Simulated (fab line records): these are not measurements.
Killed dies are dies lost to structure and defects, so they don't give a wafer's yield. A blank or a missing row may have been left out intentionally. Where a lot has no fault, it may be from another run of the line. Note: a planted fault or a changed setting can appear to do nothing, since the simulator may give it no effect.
Split-lot trial | flow n5_finfet | 7 lots, 21 wafers read, on a route of 1938 steps

== SPLIT DETAILS ==
At N5_BEOL_M1_COAT_05 (resist thk 30 nm), the setting spin_rpm was moved away from the recipe's 1500 rpm on 8 of the 21 wafers read, by -9.9% to -7.5%. All remaining wafers had this setting at the recipe value.

== FROM THE SPLIT TO THE READING: what the file shows between them, 4 steps ==
- N5_BEOL_M1_EBR_07
- N5_BEOL_M1_SOFTBAKE_06: time 60 s
- N5_BEOL_M1_EXPOSE_08: exposes mask M1
- N5_BEOL_M1_PEB_09: peb time 60 s

== THE READING ==
CAR-EUV_of_BEOL_M1_COAT_05.thk_nm (the simulator's own value, which no gauge read), in nm, at N5_BEOL_M1_DEVELOP_10 (develop time 30 s). The file gives no usual value for it. The 13 wafers here that ran the recipe average 29.6 nm, standard deviation 0.12 nm.

wafer  | tool, chamber at the split | spin_rpm as run, rpm | against the recipe | CAR-EUV_of_BEOL_M1_COAT_05.thk_nm, nm | against lot-mates on the recipe
L074.2 | litho_track-04, 0          | 1500                 | recipe             | 29.6                                  | -
L074.4 | litho_track-04, 0          | 1500                 | recipe             | 29.6                                  | -
L074.6 | litho_track-04, 0          | 1500                 | recipe             | 29.6                                  | -
L077.1 | litho_track-03, 0          | 1387                 | -7.5%              | 30.6                                  | no lot-mate on the recipe
L077.6 | litho_track-03, 0          | 1387                 | -7.5%              | 30.6                                  | no lot-mate on the recipe
L077.4 | litho_track-03, 0          | 1387                 | -7.5%              | 30.8                                  | no lot-mate on the recipe
L078.1 | litho_track-03, 0          | 1500                 | recipe             | 29.4                                  | -
L078.2 | litho_track-03, 0          | 1500                 | recipe             | 29.6                                  | -
L078.4 | litho_track-03, 0          | 1500                 | recipe             | 29.6                                  | -
L082.1 | litho_track-05, 0          | 1352                 | -9.9%              | 31.4                                  | +1.6
L082.2 | litho_track-05, 0          | 1500                 | recipe             | 29.8                                  | -
L082.3 | litho_track-05, 0          | 1500                 | recipe             | 29.8                                  | -
L083.2 | litho_track-04, 0          | 1367                 | -8.9%              | 31                                    | +1.6
L083.6 | litho_track-04, 0          | 1367                 | -8.9%              | 31                                    | +1.6
L083.5 | litho_track-04, 0          | 1500                 | recipe             | 29.4                                  | -
L087.1 | litho_track-05, 0          | 1358                 | -9.5%              | 31.2                                  | +1.6
L087.2 | litho_track-05, 0          | 1358                 | -9.5%              | 31.2                                  | +1.6
L087.4 | litho_track-05, 0          | 1500                 | recipe             | 29.6                                  | -
L093.1 | litho_track-04, 0          | 1500                 | recipe             | 29.6                                  | -
L093.3 | litho_track-04, 0          | 1500                 | recipe             | 29.6                                  | -
L093.5 | litho_track-04, 0          | 1500                 | recipe             | 29.4                                  | -

THE FIT
A straight line over all 21 wafers: CAR-EUV_of_BEOL_M1_COAT_05.thk_nm changes by -0.163 nm for each +1% of spin_rpm; r = -0.98; the points scatter about the line by 0.13 nm.
The same after taking each lot's own level away (the mean of its wafers on the recipe; 18 wafers): -0.172 nm for each +1%; r = -1.00; scatter 0.069 nm.
On that fit, the largest move of spin_rpm shifts the reading by 1.7 nm.
Across the lots, their own levels run from 29.40 to 29.80 nm, a range of 3.2 times the standard deviation given above.
Hence the lot-to-lot level has little effect on the slope; both slopes agree.
Check: for one of the wafers moved furthest among these (-9.9%), held out of the fit, the line's prediction against its lot-mates is +1.72 nm. It came out at +1.6 nm against them.

== OTHER SPLITS ON THESE WAFERS ==
Note: prior to the reading, these wafers also went through further splits. Each is held against what the fit with the lots' levels taken away leaves over:
other split on the same wafers         | wafers away from the commonest value | r with CAR-EUV_of_BEOL_M1_COAT_05.thk_nm (lot level and that fit taken away)
N5_SDB_EXPOSE_08 dose_mj               | 7                                    | +0.17
N5_HKMG_FIN_ETCH_35 source_w           | 6                                    | +0.14
N5_MOL_CONTACT_COAG_ALD_27 ald_cycles  | 6                                    | +0.01
N5_MOL_CONTACT_COAG_VIA_ETCH_46 bias_w | 9                                    | +0.33
N5_MOL_CONTACT_COAG_COAT_34 spin_rpm   | 5                                    | +0.26

== THE WHOLE CHAIN: every reading that the file lists as answering this split, in the file's order ==
step                  | what it does      | reading                                                                            | change (the file's fit)               | r (the file's)
N5_BEOL_M1_COAT_05    | resist thk 30 nm  | CAR-EUV_of_BEOL_M1_COAT_05.thk_nm (the simulator's own value, which no gauge read) | -0.163 nm for each +1% of the setting | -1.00
N5_BEOL_M1_DEVELOP_10 | develop time 30 s | CAR-EUV_of_BEOL_M1_COAT_05.thk_nm (the simulator's own value, which no gauge read) | -0.17 nm for each +1% of the setting  | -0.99

== FILE'S OWN FIT ==
CAR-EUV_of_BEOL_M1_COAT_05.thk_nm changes by -0.17 nm for each +1% of spin_rpm, r = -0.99.
